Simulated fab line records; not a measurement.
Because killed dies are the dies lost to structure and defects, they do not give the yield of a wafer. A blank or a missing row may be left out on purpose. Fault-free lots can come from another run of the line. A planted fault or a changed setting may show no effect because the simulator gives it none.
8D (eight disciplines) problem report, filled in by code | flow nand-harc | the parts of the form that need people (team, actions taken, sign-off) are left out

1. PROBLEM STATEMENT
At NHARC_P_ZERO_WELL_IMPLANT_40, dose-ions-cm2 averages 5.2182e+12 over 6 wafers from 2 lots, while fault-free wafers read 1.0001e+13, standard deviation 1.2e+10. So: -99 or more standard deviations from the usual mean.
First seen on wafer L949.1, day 10 08:32, on implanter-02. The record holds 42 wafers of 14 lots with a number at this step. By rule, "out" or "out of limits" means more than 4 standard deviations away from the usual mean. The rest of the wafers with a number are treated as sound.

2. WHAT IT IS; WHAT IT IS NOT
question                    | is                                | is not
which readings at this step | dose-ions-cm2, faraday-current-uA | -
which lots                  | L949, L950                        | L929, L930, L932, L933, L934, L937, L939, L940, L941, L942, L945, L948
which wafers of those lots  | all that have a number            | -
read on which tools         | implanter-02                      | implanter-01
when                        | from day 10 08:32                 | up to then (36 sound wafers)

3. SUSPECTS, AND WHAT RULES EACH OUT
Counting: any tool at a process step up to the reading is kept as a suspect provided that every lot that is out went through it and no sound lot did after the first of them.
- implanter-02 at NHARC_P_ZERO_WELL_IMPLANT_40: kept. It ran every lot that is out, first L949 (day 10 08:32), and no sound lot after that; its last sound lot up to then is L945 (day 8 16:37). Its own dose-ions-cm2, faraday-current-uA readings are out on those wafers.
The count leaves implanter-02 at NHARC_P_ZERO_WELL_IMPLANT_40.

4. THE CAUSE (what the simulator had put in)
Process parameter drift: implanter-02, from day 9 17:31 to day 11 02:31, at NHARC_P_ZERO_WELL_IMPLANT_40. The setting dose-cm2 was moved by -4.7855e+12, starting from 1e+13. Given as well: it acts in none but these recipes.
This tool alone remained once counting was done.

5. SEQUENCE OF EFFECTS, ordered by route
Rows list readings where the struck wafers' mean (over those with a number) sits beyond 3 standard deviations from the usual. Readings are gone through only where the record gives a usual standard deviation; hours: the median, over the lots, of the time from a lot's start at the first step in this table giving one to that lot's start at this step; sigmas: the change measured in usual standard deviations.
hours | step                         | reading            | usual      | on struck wafers | change      | sigmas
0     | NHARC_P_ZERO_WELL_IMPLANT_40 | dose-ions-cm2      | 1.0001e+13 | 5.2182e+12       | -4.7828e+12 | -99 or more
0     | NHARC_P_ZERO_WELL_IMPLANT_40 | faraday-current-uA | 127.1      | 65.9             | -61.2       | -25
Its process steps:
- NHARC_P_ZERO_WELL_IMPLANT_40
Later steps that measure or inspect, where all struck wafers having a row at the step show a number for every such reading and not one has moved that far: NHARC_P_STI_CD_MEAS_09, NHARC_P_STI_INSPECT_11, NHARC_END_SORT_01.

6. WHAT WOULD HAVE CAUGHT IT SOONER
In this record the first reading out of limits was taken at day 10 08:32, 15 hours after the fault began at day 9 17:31.
